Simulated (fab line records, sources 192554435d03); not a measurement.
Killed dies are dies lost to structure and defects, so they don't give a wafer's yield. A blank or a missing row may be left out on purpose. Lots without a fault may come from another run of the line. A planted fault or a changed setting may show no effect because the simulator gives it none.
Chamber matching | flow n5_finfet | N5_BEOL_M1_DESCUM_33 on rie_diel-01: 4 sister chambers
The step chemistry O2, time 7 s. 4 wafers are shown with their chamber, then 12 later ones without.

WAFERS WITH THEIR CHAMBER
wafer  | chamber | drypump_motor_current_A (A)
L086.5 | 2       | 5.7
L087.2 | 1       | 5.7
L089.5 | 3       | 5.1
L089.6 | 0       | 5.6

WAFERS WITHOUT THEIR CHAMBER
wafer  | drypump_motor_current_A (A)
L090.2 | 5.7
L090.5 | 5.7
L090.6 | 5.6
L095.1 | 5.2
L095.2 | 5.7
L095.4 | 5.7
L094.1 | 5.1
L094.2 | 5.8
L094.6 | 5.6
L096.2 | 5.1
L096.4 | 5.8
L096.5 | 5.6

WHICH CHAMBER EACH WENT THROUGH
wafer  | from the rows above     | in truth
L090.2 | can't be placed: 1 or 2 | 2
L090.5 | can't be placed: 1 or 2 | 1
L090.6 | 0                       | 0
L095.1 | 3                       | 3
L095.2 | can't be placed: 1 or 2 | 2
L095.4 | can't be placed: 1 or 2 | 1
L094.1 | 3                       | 3
L094.2 | can't be placed: 1 or 2 | 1
L094.6 | 0                       | 0
L096.2 | 3                       | 3
L096.4 | can't be placed: 1 or 2 | 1
L096.5 | 0                       | 0
Placed correctly: 6 of 12. Can't be placed from these rows: 6 (the true chamber is among the candidates in 6). Placed wrongly: 0.
How it was worked out, from the rows above alone: a wafer's distance from a chamber is the root of the sum, over the readings, of the square of ((its reading less the chamber's mean) divided by the reading's scatter). The wafer belongs to the nearest chamber; if the next one is less than 2 further off, it can't be placed. A chamber's mean is the mean of its shown wafers. The scatter: with one shown wafer a chamber, the root of the mean of the squares of how far each hidden wafer lies from its nearest shown one.
